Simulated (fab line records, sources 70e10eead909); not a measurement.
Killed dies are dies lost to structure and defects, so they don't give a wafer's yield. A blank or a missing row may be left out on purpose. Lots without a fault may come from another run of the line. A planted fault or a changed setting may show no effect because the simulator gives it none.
Which tool did it? | flow nand_harc | 24 lots, 72 wafers sampled, at 6 steps of a route of 1159

WHAT THE GAUGES READ, wafer by wafer
The record holds no reading of a measuring or inspecting step that can be judged against a usual standard deviation.

WHICH TOOL RAN EACH LOT (tool, then ch and the chambers of the sampled wafers, then the start)
lot  | NHARC_P_CONTACT_DEP_00                    | NHARC_P_CONTACT_CMP_24        | NHARC_P_M0_DESCUM_14               | NHARC_P_M0_ETCH_34                 | NHARC_P_M0_PRE_CLEAN_31         | NHARC_P_M1_DESCUM_14
L074 | pecvd-04 ch 0,1, day 5 12:27 or earlier   | cmp-01 ch 0,2,3, day 5 12:27  | rie_diel-10 ch 0,3, day 5 13:56    | rie_diel-10 ch 0,1, day 5 14:01    | pecvd-02 ch 1,2, day 5 17:01    | rie_diel-08 ch 1,2, day 5 18:31
L076 | pecvd-01 ch 0,1,2, day 6 11:26 or earlier | cmp-01 ch 2,3, day 6 11:26    | rie_diel-10 ch 0,2,3, day 6 12:57  | rie_diel-10 ch 0,2,3, day 6 13:02  | pecvd-01 ch 0,1,2, day 6 15:34  | rie_diel-08 ch 2,3, day 6 17:02
L075 | pecvd-01 ch 0,1, day 6 11:58 or earlier   | cmp-01 ch 0,2, day 6 11:58    | rie_diel-03 ch 0,1,3, day 6 13:27  | rie_diel-03 ch 0,3, day 6 13:34    | pecvd-02 ch 0,1, day 6 16:17    | rie_diel-02 ch 1,3, day 6 17:49
L078 | pecvd-04 ch 0,1, day 6 14:01 or earlier   | cmp-03 ch 0,1,3, day 6 14:01  | rie_diel-03 ch 1,3, day 6 15:21    | rie_diel-03 ch 0,1, day 6 15:27    | pecvd-01 ch 0,1, day 6 17:58    | rie_diel-08 ch 2,3, day 6 19:26
L077 | pecvd-04 ch 0,1,2, day 6 17:25 or earlier | cmp-01 ch 0,2, day 6 17:25    | rie_diel-12 ch 2,3, day 6 18:54    | rie_diel-12 ch 1,2,3, day 6 19:00  | pecvd-01 ch 1,2, day 6 21:47    | rie_diel-06 ch 0,2, day 6 23:10
L079 | pecvd-03 ch 0,2, day 7 01:46 or earlier   | cmp-02 ch 1,3, day 7 01:46    | rie_diel-10 ch 0,3, day 7 03:10    | rie_diel-10 ch 0,3, day 7 03:16    | pecvd-01 ch 1,2, day 7 05:53    | rie_diel-08 ch 2,3, day 7 07:15
L080 | pecvd-03 ch 1,2, day 7 07:25 or earlier   | cmp-01 ch 1,3, day 7 07:25    | rie_diel-12 ch 0,1, day 7 08:55    | rie_diel-12 ch 2,3, day 7 09:00    | pecvd-01 ch 0,1, day 7 12:07    | rie_diel-06 ch 2,3, day 7 13:46
L081 | pecvd-01 ch 0,1,2, day 7 14:28 or earlier | cmp-01 ch 0,2,3, day 7 14:28  | rie_diel-03 ch 0,1,3, day 7 16:01  | rie_diel-03 ch 0,2,3, day 7 16:06  | pecvd-03 ch 0,2, day 7 18:37    | rie_diel-02 ch 0,2, day 7 20:20
L082 | pecvd-01 ch 0,2, day 7 17:44 or earlier   | cmp-02 ch 0,1, day 7 17:44    | rie_diel-10 ch 0,3, day 7 19:14    | rie_diel-10 ch 0,1, day 7 19:20    | pecvd-01 ch 1,2, day 7 21:50    | rie_diel-08 ch 0,2, day 7 23:29
L083 | pecvd-04 ch 0,1, day 7 18:50 or earlier   | cmp-01 ch 1,2, day 7 18:50    | rie_diel-10 ch 0,1,3, day 7 20:47  | rie_diel-10 ch 0,1, day 7 20:53    | pecvd-01 ch 1,2, day 7 23:22    | rie_diel-06 ch 0,2,3, day 8 01:04
L084 | pecvd-04 ch 0,2, day 7 23:06 or earlier   | cmp-02 ch 1,2, day 7 23:06    | rie_diel-10 ch 1,3, day 8 00:35    | rie_diel-10 ch 1,3, day 8 00:43    | pecvd-01 ch 2, day 8 03:11      | rie_diel-08 ch 0,1,3, day 8 04:52
L088 | pecvd-03 ch 0,1,2, day 9 00:41 or earlier | cmp-01 ch 0,1,2, day 9 00:41  | rie_diel-12 ch 0,2,3, day 9 02:02  | rie_diel-12 ch 1,2, day 9 02:06    | pecvd-02 ch 0,1,2, day 9 04:35  | rie_diel-08 ch 0,1,2, day 9 05:58
L085 | pecvd-01 ch 0,1, day 8 16:27              | cmp-02 ch 0,1,3, day 9 01:11  | rie_diel-03 ch 0,1,2, day 9 02:40  | rie_diel-03 ch 0,1,2, day 9 02:44  | pecvd-01 ch 0,1,2, day 9 05:12  | rie_diel-08 ch 1,2,3, day 9 06:43
L086 | pecvd-03 ch 1,2, day 9 01:44 or earlier   | cmp-01 ch 0,2, day 9 01:44    | rie_diel-03 ch 1,2,3, day 9 03:14  | rie_diel-03 ch 1,3, day 9 03:19    | pecvd-02 ch 0,1, day 9 05:50    | rie_diel-08 ch 0,3, day 9 07:22
L087 | pecvd-01 ch 0,2, day 9 03:24 or earlier   | cmp-02 ch 0,1, day 9 03:24    | rie_diel-03 ch 2,3, day 9 04:54    | rie_diel-03 ch 1,3, day 9 04:59    | pecvd-01 ch 0,1,2, day 9 07:28  | rie_diel-08 ch 1,2, day 9 08:59
L089 | pecvd-03 ch 0,1, day 9 19:14 or earlier   | cmp-03 ch 0,2,3, day 9 19:14  | rie_diel-12 ch 2,3, day 9 20:42    | rie_diel-12 ch 1,3, day 9 20:49    | pecvd-02 ch 0,2, day 9 23:18    | rie_diel-06 ch 1,3, day 10 00:49
L090 | pecvd-01 ch 0,1,2, day 9 19:44 or earlier | cmp-02 ch 2,3, day 9 19:44    | rie_diel-12 ch 1,2, day 9 21:17    | rie_diel-12 ch 2,3, day 9 21:23    | pecvd-01 ch 0,1, day 9 23:56    | rie_diel-06 ch 1,2,3, day 10 01:28
L091 | pecvd-03 ch 0,1,2, day 9 23:11 or earlier | cmp-02 ch 1,2,3, day 9 23:11  | rie_diel-12 ch 1,2,3, day 10 00:30 | rie_diel-12 ch 1,2,3, day 10 00:35 | pecvd-02 ch 0,1,2, day 10 03:08 | rie_diel-02 ch 2,3, day 10 04:36
L093 | pecvd-01 ch 1,2, day 10 10:04 or earlier  | cmp-03 ch 0,1,2, day 10 10:04 | rie_diel-10 ch 0,3, day 10 11:35   | rie_diel-10 ch 1,3, day 10 11:41   | pecvd-02 ch 1,2, day 10 14:21   | rie_diel-06 ch 0,1,3, day 10 15:50
L092 | pecvd-04 ch 0,2, day 10 10:37 or earlier  | cmp-01 ch 0,1, day 10 10:37   | rie_diel-12 ch 1,3, day 10 12:01   | rie_diel-12 ch 0,1, day 10 12:06   | pecvd-02 ch 1,2, day 10 14:47   | rie_diel-02 ch 1,2, day 10 16:18
L095 | pecvd-04 ch 0,2, day 10 22:02 or earlier  | cmp-02 ch 0,3, day 10 22:02   | rie_diel-03 ch 0,1,2, day 10 23:32 | rie_diel-03 ch 0,2,3, day 10 23:37 | pecvd-02 ch 0,1, day 11 02:06   | rie_diel-02 ch 1,3, day 11 03:29
L094 | pecvd-03 ch 1,2, day 10 22:34 or earlier  | cmp-02 ch 1,2, day 10 22:34   | rie_diel-03 ch 1,2,3, day 11 00:02 | rie_diel-03 ch 0,1,3, day 11 00:07 | pecvd-03 ch 0,2, day 11 02:41   | rie_diel-08 ch 0,2, day 11 04:11
L096 | pecvd-04 ch 0,2, day 11 16:02 or earlier  | cmp-01 ch 2,3, day 11 16:02   | rie_diel-12 ch 0,3, day 11 17:23   | rie_diel-12 ch 0,2,3, day 11 17:29 | pecvd-01 ch 0,1,2, day 11 19:56 | rie_diel-06 ch 0,3, day 11 21:28
L097 | pecvd-03 ch 0,2, day 11 16:52 or earlier  | cmp-01 ch 0,1,2, day 11 16:52 | rie_diel-03 ch 0,1,3, day 11 18:12 | rie_diel-03 ch 2,3, day 11 18:16   | pecvd-02 ch 1,2, day 11 20:48   | rie_diel-02 ch 1,3, day 11 22:18
- NHARC_P_CONTACT_DEP_00: deposits SiO2, target thk 500 nm.
- NHARC_P_CONTACT_CMP_24: polishes, t overpolish 30 s, target thk 200 nm.
- NHARC_P_M0_DESCUM_14: chemistry O2, time 3 s.
- NHARC_P_M0_ETCH_34: etches the open film in N2/H2, target depth 40 nm, overetch 12 nm, time 43.94 s.
- NHARC_P_M0_PRE_CLEAN_31: time 12 s.
- NHARC_P_M1_DESCUM_14: chemistry O2, time 3 s.

WHAT THE TOOLS THEMSELVES READ (means of the sampled wafers that have a number; where no wafer has one, the mark that the record gives instead)
NHARC_P_CONTACT_DEP_00. Usual: heater_power_w 561 W, standard deviation 110; mfc_precursor_sccm 161.3 sccm, standard deviation 0.55; throttle_valve_pct 16.1 %, standard deviation 0.38.
lot  | tool     | heater_power_w (W) | mfc_precursor_sccm (sccm) | throttle_valve_pct (%) | flag
L074 | pecvd-04 | 701                | 161.2                     | 16.4                   |
L076 | pecvd-01 | 505                | 161.6                     | 15.9                   |
L075 | pecvd-01 | 513                | 161.4                     | 16.1                   |
L078 | pecvd-04 | 770                | 160.8                     | 16.7                   |
L077 | pecvd-04 | 536                | 161.3                     | 16.5                   |
L079 | pecvd-03 | 570                | 161.6                     | 16.0                   |
L080 | pecvd-03 | 600                | 161.6                     | 15.6                   |
L081 | pecvd-01 | 496                | 161.0                     | 16.2                   |
L082 | pecvd-01 | 513                | 161.5                     | 16.0                   |
L083 | pecvd-04 | 672                | 161.3                     | 16.6                   |
L084 | pecvd-04 | 586                | 160.7                     | 16.5                   |
L088 | pecvd-03 | 511                | 161.2                     | 16.0                   |
L085 | pecvd-01 | 484                | 161.1                     | 16.2                   |
L086 | pecvd-03 | 573                | 160.7                     | 15.9                   |
L087 | pecvd-01 | 433                | 162.2                     | 16.2                   |
L089 | pecvd-03 | 573                | 161.3                     | 16.0                   |
L090 | pecvd-01 | 497                | 161.6                     | 16.2                   |
L091 | pecvd-03 | 511                | 161.6                     | 15.9                   |
L093 | pecvd-01 | 476                | 160.8                     | 16.0                   |
L092 | pecvd-04 | 731                | 161.9                     | 16.4                   |
L095 | pecvd-04 | 646                | 161.8                     | 16.3                   |
L094 | pecvd-03 | 577                | 161.7                     | 15.9                   |
L096 | pecvd-04 | 689                | 161.5                     | 16.5                   |
L097 | pecvd-03 | 545                | 161.1                     | 16.2                   |

NHARC_P_CONTACT_CMP_24. Usual: motor_current_A 12.0 A, standard deviation 1.1; overpolish_run_s 30.000 s, standard deviation 0.0096; time_to_endpoint_s 40 s, standard deviation 3.6.
lot  | tool   | motor_current_A (A) | overpolish_run_s (s) | time_to_endpoint_s (s) | flag
L074 | cmp-01 | 12.5                | 29.991               | 42                     |
L076 | cmp-01 | 12.8                | 29.989               | 44                     |
L075 | cmp-01 | 13.0                | 30.001               | 46                     |
L078 | cmp-03 | 13.2                | 29.998               | 42                     |
L077 | cmp-01 | 12.3                | 29.992               | 44                     |
L079 | cmp-02 | 11.5                | 29.990               | 37                     |
L080 | cmp-01 | 12.5                | 30.001               | 41                     |
L081 | cmp-01 | 12.1                | 30.000               | 43                     |
L082 | cmp-02 | 11.7                | 30.008               | 36                     |
L083 | cmp-01 | 12.1                | 30.006               | 41                     |
L084 | cmp-02 | 10.4                | 30.002               | 36                     |
L088 | cmp-01 | 12.1                | 30.004               | 40                     |
L085 | cmp-02 | 11.7                | 29.990               | 40                     |
L086 | cmp-01 | 12.4                | 30.004               | 40                     |
L087 | cmp-02 | 11.4                | 29.987               | 39                     |
L089 | cmp-03 | 12.1                | 29.997               | 40                     |
L090 | cmp-02 | 10.4                | 29.995               | 34                     |
L091 | cmp-02 | 10.9                | 30.004               | 40                     |
L093 | cmp-03 | 13.7                | 30.000               | 40                     |
L092 | cmp-01 | 11.8                | 29.992               | 43                     |
L095 | cmp-02 | 11.6                | 30.004               | 42                     |
L094 | cmp-02 | 10.9                | 30.003               | 36                     |
L096 | cmp-01 | 13.2                | 30.002               | 38                     |
L097 | cmp-01 | 12.5                | 29.994               | 38                     |

NHARC_P_M0_DESCUM_14. Usual: drypump_motor_current_A 5.7 A, standard deviation 0.43; oes_product_au 1.004 a.u., standard deviation 0.015; rf_vpp_V 57.9 V, standard deviation 0.93; showerhead_plenum_p_Torr 1.93 Torr, standard deviation 0.086; throttle_valve_pct 11.312 %, standard deviation 0.0078.
lot  | tool        | drypump_motor_current_A (A) | oes_product_au (a.u.) | rf_vpp_V (V) | showerhead_plenum_p_Torr (Torr) | throttle_valve_pct (%) | flag
L074 | rie_diel-10 | 5.8                         | 0.990                 | 57.2         | 1.95                            | 11.303                 |
L076 | rie_diel-10 | 5.8                         | 0.991                 | 57.8         | 1.91                            | 11.310                 |
L075 | rie_diel-03 | 5.7                         | 1.012                 | 57.2         | 1.88                            | 11.307                 |
L078 | rie_diel-03 | 5.6                         | 1.016                 | 57.8         | 1.97                            | 11.320                 |
L077 | rie_diel-12 | 5.6                         | 1.004                 | 58.7         | 2.01                            | 11.313                 |
L079 | rie_diel-10 | 5.9                         | 0.984                 | 58.7         | 1.97                            | 11.312                 |
L080 | rie_diel-12 | 4.9                         | 1.010                 | 58.9         | 1.96                            | 11.322                 |
L081 | rie_diel-03 | 5.7                         | 1.013                 | 57.9         | 1.88                            | 11.310                 |
L082 | rie_diel-10 | 5.8                         | 0.993                 | 57.9         | 1.95                            | 11.311                 |
L083 | rie_diel-10 | 6.1                         | 0.992                 | 58.4         | 1.93                            | 11.310                 |
L084 | rie_diel-10 | 6.4                         | 0.990                 | 58.6         | 1.92                            | 11.311                 |
L088 | rie_diel-12 | 5.4                         | 0.998                 | 58.6         | 1.99                            | 11.313                 |
L085 | rie_diel-03 | 5.9                         | 1.015                 | 58.5         | 1.87                            | 11.312                 |
L086 | rie_diel-03 | 5.8                         | 1.004                 | 57.6         | 1.95                            | 11.308                 |
L087 | rie_diel-03 | 5.5                         | 1.006                 | 58.3         | 2.02                            | 11.309                 |
L089 | rie_diel-12 | 5.6                         | 0.997                 | 57.2         | 1.98                            | 11.313                 |
L090 | rie_diel-12 | 5.1                         | 1.014                 | 58.5         | 1.94                            | 11.313                 |
L091 | rie_diel-12 | 5.4                         | 1.007                 | 57.6         | 1.96                            | 11.311                 |
L093 | rie_diel-10 | 5.8                         | 1.000                 | 58.4         | 1.94                            | 11.317                 |
L092 | rie_diel-12 | 5.2                         | 1.013                 | 57.2         | 1.92                            | 11.307                 |
L095 | rie_diel-03 | 5.9                         | 1.010                 | 58.0         | 1.87                            | 11.317                 |
L094 | rie_diel-03 | 5.8                         | 1.001                 | 57.7         | 1.95                            | 11.310                 |
L096 | rie_diel-12 | 5.2                         | 1.001                 | 57.8         | 1.98                            | 11.313                 |
L097 | rie_diel-03 | 5.7                         | 1.014                 | 58.2         | 1.87                            | 11.314                 |

NHARC_P_M0_ETCH_34. Usual: drypump_motor_current_A 5.6 A, standard deviation 0.44; oes_product_au 1.003 a.u., standard deviation 0.015; rf_vpp_V 431.1 V, standard deviation 2.7; showerhead_plenum_p_Torr 2.07 Torr, standard deviation 0.091; throttle_valve_pct 14.171 %, standard deviation 0.0088.
lot  | tool        | drypump_motor_current_A (A) | oes_product_au (a.u.) | rf_vpp_V (V) | showerhead_plenum_p_Torr (Torr) | throttle_valve_pct (%) | flag
L074 | rie_diel-10 | 5.9                         | 1.003                 | 430.5        | 2.04                            | 14.174                 |
L076 | rie_diel-10 | 5.8                         | 0.991                 | 430.4        | 2.04                            | 14.169                 |
L075 | rie_diel-03 | 5.4                         | 1.022                 | 431.1        | 2.08                            | 14.165                 |
L078 | rie_diel-03 | 5.8                         | 1.010                 | 426.0        | 1.91                            | 14.174                 |
L077 | rie_diel-12 | 5.4                         | 1.007                 | 431.8        | 2.10                            | 14.171                 |
L079 | rie_diel-10 | 5.9                         | 0.983                 | 432.6        | 2.10                            | 14.168                 |
L080 | rie_diel-12 | 5.5                         | 0.999                 | 433.3        | 2.14                            | 14.172                 |
L081 | rie_diel-03 | 5.6                         | 1.010                 | 431.5        | 2.07                            | 14.170                 |
L082 | rie_diel-10 | 5.9                         | 0.994                 | 430.3        | 2.03                            | 14.168                 |
L083 | rie_diel-10 | 6.2                         | 1.002                 | 430.4        | 2.02                            | 14.171                 |
L084 | rie_diel-10 | 6.4                         | 0.987                 | 431.6        | 2.04                            | 14.180                 |
L088 | rie_diel-12 | 5.2                         | 1.006                 | 432.1        | 2.11                            | 14.165                 |
L085 | rie_diel-03 | 5.9                         | 1.015                 | 429.3        | 1.99                            | 14.168                 |
L086 | rie_diel-03 | 5.6                         | 0.997                 | 431.9        | 2.09                            | 14.171                 |
L087 | rie_diel-03 | 5.6                         | 1.009                 | 432.3        | 2.09                            | 14.168                 |
L089 | rie_diel-12 | 5.2                         | 1.008                 | 430.0        | 2.04                            | 14.163                 |
L090 | rie_diel-12 | 5.5                         | 0.997                 | 433.6        | 2.14                            | 14.176                 |
L091 | rie_diel-12 | 5.3                         | 1.006                 | 432.0        | 2.09                            | 14.169                 |
L093 | rie_diel-10 | 6.2                         | 0.993                 | 433.1        | 2.09                            | 14.162                 |
L092 | rie_diel-12 | 4.9                         | 1.024                 | 430.7        | 2.05                            | 14.172                 |
L095 | rie_diel-03 | 5.6                         | 1.012                 | 431.2        | 2.07                            | 14.170                 |
L094 | rie_diel-03 | 5.7                         | 1.008                 | 428.3        | 2.00                            | 14.169                 |
L096 | rie_diel-12 | 5.4                         | 0.995                 | 433.3        | 2.12                            | 14.168                 |
L097 | rie_diel-03 | 5.7                         | 1.005                 | 433.3        | 2.15                            | 14.176                 |

NHARC_P_M0_PRE_CLEAN_31. Usual: heater_power_w 626 W, standard deviation 79.
lot  | tool     | heater_power_w (W) | flag
L074 | pecvd-02 | 698                |
L076 | pecvd-01 | 619                |
L075 | pecvd-02 | 688                |
L078 | pecvd-01 | 600                |
L077 | pecvd-01 | 626                |
L079 | pecvd-01 | 609                |
L080 | pecvd-01 | 564                |
L081 | pecvd-03 | 594                |
L082 | pecvd-01 | 610                |
L083 | pecvd-01 | 595                |
L084 | pecvd-01 | 593                |
L088 | pecvd-02 | 687                |
L085 | pecvd-01 | 598                |
L086 | pecvd-02 | 720                |
L087 | pecvd-01 | 598                |
L089 | pecvd-02 | 629                |
L090 | pecvd-01 | 628                |
L091 | pecvd-02 | 662                |
L093 | pecvd-02 | 652                |
L092 | pecvd-02 | 685                |
L095 | pecvd-02 | 607                |
L094 | pecvd-03 | 656                |
L096 | pecvd-01 | 625                |
L097 | pecvd-02 | 666                |

NHARC_P_M1_DESCUM_14. Usual: drypump_motor_current_A 5.7 A, standard deviation 0.41; oes_product_au 0.997 a.u., standard deviation 0.015; rf_vpp_V 58.0 V, standard deviation 0.86; showerhead_plenum_p_Torr 1.96 Torr, standard deviation 0.051; throttle_valve_pct 11.310 %, standard deviation 0.0097.
lot  | tool        | drypump_motor_current_A (A) | oes_product_au (a.u.) | rf_vpp_V (V) | showerhead_plenum_p_Torr (Torr) | throttle_valve_pct (%) | flag
L074 | rie_diel-08 | 5.8                         | 0.976                 | 57.4         | 1.91                            | 11.311                 |
L076 | rie_diel-08 | 5.3                         | 0.999                 | 57.4         | 1.98                            | 11.315                 |
L075 | rie_diel-02 | 6.1                         | 0.991                 | 57.9         | 1.91                            | 11.307                 |
L078 | rie_diel-08 | 5.3                         | 1.013                 | 57.7         | 1.98                            | 11.308                 |
L077 | rie_diel-06 | 5.6                         | 1.015                 | 58.3         | 1.98                            | 11.307                 |
L079 | rie_diel-08 | 5.3                         | 1.013                 | 58.7         | 1.98                            | 11.315                 |
L080 | rie_diel-06 | 5.5                         | 1.000                 | 58.2         | 2.00                            | 11.316                 |
L081 | rie_diel-02 | 5.9                         | 0.993                 | 57.8         | 1.98                            | 11.303                 |
L082 | rie_diel-08 | 5.6                         | 0.990                 | 56.9         | 1.93                            | 11.308                 |
L083 | rie_diel-06 | 5.7                         | 0.999                 | 58.0         | 2.00                            | 11.307                 |
L084 | rie_diel-08 | 5.3                         | 0.995                 | 57.9         | 1.95                            | 11.314                 |
L088 | rie_diel-08 | 5.5                         | 0.981                 | 57.3         | 1.92                            | 11.313                 |
L085 | rie_diel-08 | 5.5                         | 0.988                 | 58.2         | 1.94                            | 11.289                 |
L086 | rie_diel-08 | 5.0                         | 1.003                 | 58.8         | 1.99                            | 11.315                 |
L087 | rie_diel-08 | 5.8                         | 0.983                 | 57.9         | 1.91                            | 11.313                 |
L089 | rie_diel-06 | 6.1                         | 1.009                 | 58.5         | 1.94                            | 11.310                 |
L090 | rie_diel-06 | 5.9                         | 1.002                 | 58.6         | 1.97                            | 11.302                 |
L091 | rie_diel-02 | 6.0                         | 1.004                 | 58.0         | 1.91                            | 11.307                 |
L093 | rie_diel-06 | 6.0                         | 1.008                 | 58.5         | 1.97                            | 11.312                 |
L092 | rie_diel-02 | 6.1                         | 0.993                 | 58.6         | 1.99                            | 11.314                 |
L095 | rie_diel-02 | 6.1                         | 0.999                 | 58.3         | 1.95                            | 11.312                 |
L094 | rie_diel-08 | 5.6                         | 0.988                 | 57.7         | 1.93                            | 11.312                 |
L096 | rie_diel-06 | 5.9                         | 0.993                 | 58.6         | 2.03                            | 11.316                 |
L097 | rie_diel-02 | 6.1                         | 1.008                 | 57.1         | 1.91                            | 11.314                 |

THE ANSWER, worked out from the rows above alone
Rule: a lot is off if the mean of its wafers that have a number lies more than 3 standard deviations from the usual mean. A lot without any number at a reading at which 4 lots or more have one is off too. The other lots that the step has rows for count as sound. The gauges are gone through in route order, then the tools' own readings, and for those a lot's mean is taken as printed above. The first step at which some lot is off is used, and at that step the reading that is off furthest; a lot without a number counts as furthest.
No lot is off at any reading shown: from this, nothing can be told.

WHAT THE SIMULATOR HAD PUT IN
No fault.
